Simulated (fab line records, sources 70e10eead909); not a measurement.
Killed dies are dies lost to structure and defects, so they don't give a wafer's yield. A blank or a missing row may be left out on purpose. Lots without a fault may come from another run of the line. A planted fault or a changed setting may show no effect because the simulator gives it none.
Which tool did it? | flow nand_harc | 12 lots, 36 wafers sampled, at 6 steps of a route of 1159

WHAT THE GAUGES READ, wafer by wafer
NHARC_P_M2_OVL_MEAS_10: pitch 340 nm.
lot  | measured     | on         | overlay_x_nm (nm) | overlay_y_nm (nm)
L997 | day 6 07:08  | overlay-02 | 0.0 0.1 0.5       | -0.3 -0.3 -1.0
L999 | day 6 14:23  | overlay-02 | -0.5 -0.2 -0.4    | 0.0 -0.6 -0.6
L998 | day 6 17:47  | overlay-02 | -2.0 -1.5 -1.8    | -0.6 -0.8 -0.2
L100 | day 6 19:11  | overlay-01 | 0.7 1.1 0.5       | 0.8 0.8 0.7
L101 | day 7 08:34  | overlay-02 | 0.4 0.2 1.0       | -0.3 -0.6 0.1
L103 | day 7 10:20  | overlay-02 | -0.6 -0.9 -0.6    | 1.3 1.3 1.5
L105 | day 8 02:56  | overlay-01 | -0.9 -1.0 -1.3    | 1.4 1.4 1.1
L106 | day 8 09:23  | overlay-02 | 0.3 -0.1 -0.2     | 1.1 1.5 0.8
L107 | day 8 19:34  | overlay-01 | 0.0 -0.1 0.5      | 0.3 -0.5 -0.2
L113 | day 10 11:08 | overlay-02 | 0.3 0.6 0.5       | -0.1 -0.9 -0.4
L117 | day 11 04:05 | overlay-01 | -0.3 0.0 0.3      | 0.0 0.1 0.3
L120 | day 11 20:54 | overlay-01 | 1.7 1.6 1.6       | 0.0 0.7 0.2

NHARC_P_M2_THK_MEAS_24: measures by xrf.
lot  | measured     | on            | thk_nm (nm)
L997 | day 6 09:42  | film_metro-01 | 143.8 143.7 144.6
L999 | day 6 16:59  | film_metro-02 | 145.5 143.9 143.9
L998 | day 6 20:34  | film_metro-02 | 144.6 142.9 144.2
L100 | day 6 21:47  | film_metro-01 | 145.2 141.4 144.4
L101 | day 7 11:06  | film_metro-02 | 143.7 145.5 143.2
L103 | day 7 12:59  | film_metro-02 | 143.8 144.0 143.0
L105 | day 8 05:27  | film_metro-01 | 146.5 145.7 142.0
L106 | day 8 12:01  | film_metro-02 | 146.1 146.6 143.9
L107 | day 8 22:05  | film_metro-01 | 144.0 145.7 144.3
L113 | day 10 13:41 | film_metro-01 | 145.6 136.5 136.3
L117 | day 11 06:47 | film_metro-02 | 147.1 144.3 143.8
L120 | day 11 23:28 | film_metro-01 | 146.4 143.4 140.5

NHARC_END_SORT_01.
lot  | measured     | on        | defect_limited_yield (%) | killed_at_array | killed_at_other | killed_at_periphery | killed_dies | killed_open | killed_short | sort_bin_2_pct (%) | sort_bin_3_pct (%) | sort_bin_4_pct (%) | sort_n_pass | sort_rim_yield_pct (%) | sort_yield_pct (%)
L999 | day 19 20:32 | prober-02 | 99.0 97.6 97.5           | 7 12 16         | 0 1 0           | 0 3 1               | 7 16 17     | 3 2 8       | 1 3 4        | 0.1 0.4 0.6        | 0.15 0 0.15        | 0.7 1.9 1.8        | 670 661 660 | 100.0 96.2 99.1        | 99.0 97.6 97.5

WHICH TOOL RAN EACH LOT (tool, then ch and the chambers of the sampled wafers, then the start)
lot  | NHARC_P_M1_PRE_CLEAN_32         | NHARC_P_M2_DEGAS_29          | NHARC_P_M2_CMP_23
L997 | pecvd-02 ch 0,1,2, day 6 05:35  | pvd_sputter-02, day 6 08:19  | cmp-01 ch 0,2,3, day 6 09:23
L999 | pecvd-02 ch 0,1,2, day 6 12:41  | pvd_sputter-03, day 6 15:34  | cmp-03 ch 0,1,3, day 6 16:40
L998 | pecvd-01 ch 0,1, day 6 16:13    | pvd_sputter-03, day 6 19:07  | cmp-01 ch 0,2,3, day 6 20:18
L100 | pecvd-01 ch 0,1, day 6 17:43    | pvd_sputter-03, day 6 20:23  | cmp-03 ch 0,3, day 6 21:28
L101 | pecvd-02 ch 0,1,2, day 7 07:10  | pvd_sputter-02, day 7 09:41  | cmp-03 ch 2,3, day 7 10:46
L103 | pecvd-01 ch 0,2, day 7 08:55    | pvd_sputter-03, day 7 11:30  | cmp-03 ch 1,2,3, day 7 12:40
L105 | pecvd-02 ch 0,1, day 8 01:39    | pvd_sputter-03, day 8 04:03  | cmp-04 ch 1,2,3, day 8 05:10
L106 | pecvd-02 ch 0,2, day 8 07:59    | pvd_sputter-02, day 8 10:31  | cmp-04 ch 1,2, day 8 11:43
L107 | pecvd-03 ch 0,1,2, day 8 18:13  | pvd_sputter-03, day 8 20:43  | cmp-03 ch 0,2,3, day 8 21:52
L113 | pecvd-01 ch 0,1, day 10 09:44   | pvd_sputter-03, day 10 12:17 | cmp-04 ch 0,2,3, day 10 13:22
L117 | pecvd-03 ch 0,1, day 11 02:49   | pvd_sputter-03, day 11 05:21 | cmp-01 ch 0,1,2, day 11 06:28
L120 | pecvd-02 ch 0,1,2, day 11 19:28 | pvd_sputter-02, day 11 22:04 | cmp-03 ch 1,2,3, day 11 23:11
- NHARC_P_M1_PRE_CLEAN_32: time 12 s.
- NHARC_P_M2_DEGAS_29: time 60 s.
- NHARC_P_M2_CMP_23: polishes, t overpolish 20 s, target thk 144.3 nm.

WHAT THE TOOLS THEMSELVES READ (means of the sampled wafers that have a number; where no wafer has one, the mark that the record gives instead)
NHARC_P_M1_PRE_CLEAN_32.
lot  | tool     | heater_power_w (W)
L997 | pecvd-02 | 619
L999 | pecvd-02 | 626
L998 | pecvd-01 | 687
L100 | pecvd-01 | 649
L101 | pecvd-02 | 640
L103 | pecvd-01 | 661
L105 | pecvd-02 | 649
L106 | pecvd-02 | 634
L107 | pecvd-03 | 650
L113 | pecvd-01 | 643
L117 | pecvd-03 | 686
L120 | pecvd-02 | 646

NHARC_P_M2_DEGAS_29.
lot  | tool           | heater_power_w (W)
L997 | pvd_sputter-02 | 367
L999 | pvd_sputter-03 | 354
L998 | pvd_sputter-03 | 339
L100 | pvd_sputter-03 | 350
L101 | pvd_sputter-02 | 342
L103 | pvd_sputter-03 | 358
L105 | pvd_sputter-03 | 359
L106 | pvd_sputter-02 | 335
L107 | pvd_sputter-03 | 357
L113 | pvd_sputter-03 | 337
L117 | pvd_sputter-03 | 353
L120 | pvd_sputter-02 | 366

NHARC_P_M2_CMP_23.
lot  | tool   | motor_current_A (A) | retaining_ring_pressure_frac | time_to_endpoint_s (s)
L997 | cmp-01 | 12.3                | 1.003                        | 27
L999 | cmp-03 | 11.4                | 0.998                        | 26
L998 | cmp-01 | 12.2                | 0.999                        | 28
L100 | cmp-03 | 11.6                | 1.000                        | 29
L101 | cmp-03 | 10.8                | 0.996                        | 28
L103 | cmp-03 | 10.5                | 1.002                        | 28
L105 | cmp-04 | 11.4                | 1.007                        | 33
L106 | cmp-04 | 9.9                 | 1.006                        | 31
L107 | cmp-03 | 10.7                | 1.001                        | 29
L113 | cmp-04 | 11.7                | 1.003                        | 21
L117 | cmp-01 | 12.4                | 0.999                        | 31
L120 | cmp-03 | 10.5                | 0.993                        | 28

THE ANSWER, worked out from the rows above alone
Rule: what is usual is taken from the lots themselves. Put in order of their means at a reading, lots are off if they are a third of the lots or fewer, leave a main group of 4 or more, and stand apart from it by a gap of 3 or more times the standard deviation of the main group's means; of several such gaps the widest counts. A main group whose means are all the same, to the digits that the tables above print for the reading, isn't used. A lot without any number at a reading at which 4 lots or more have one is off too. The other lots that the step has rows for count as sound. The gauges are gone through in route order, then the tools' own readings, and for those a lot's mean is taken as printed above. The first step at which some lot is off is used, and at that step the reading that is off furthest; a lot without a number counts as furthest.
Off: L113, at NHARC_P_M2_THK_MEAS_24 (thk_nm). The main group: mean 144.3 nm, standard deviation 0.63.
A tool fits if, at a process step before that reading, it ran every lot that is off, and no sound lot after the first of them. The gauges at NHARC_P_M2_THK_MEAS_24 are tried like those tools. Can't be told from this: 2 tools fit, pecvd-01 at NHARC_P_M1_PRE_CLEAN_32, cmp-04 at NHARC_P_M2_CMP_23.

WHAT THE SIMULATOR HAD PUT IN
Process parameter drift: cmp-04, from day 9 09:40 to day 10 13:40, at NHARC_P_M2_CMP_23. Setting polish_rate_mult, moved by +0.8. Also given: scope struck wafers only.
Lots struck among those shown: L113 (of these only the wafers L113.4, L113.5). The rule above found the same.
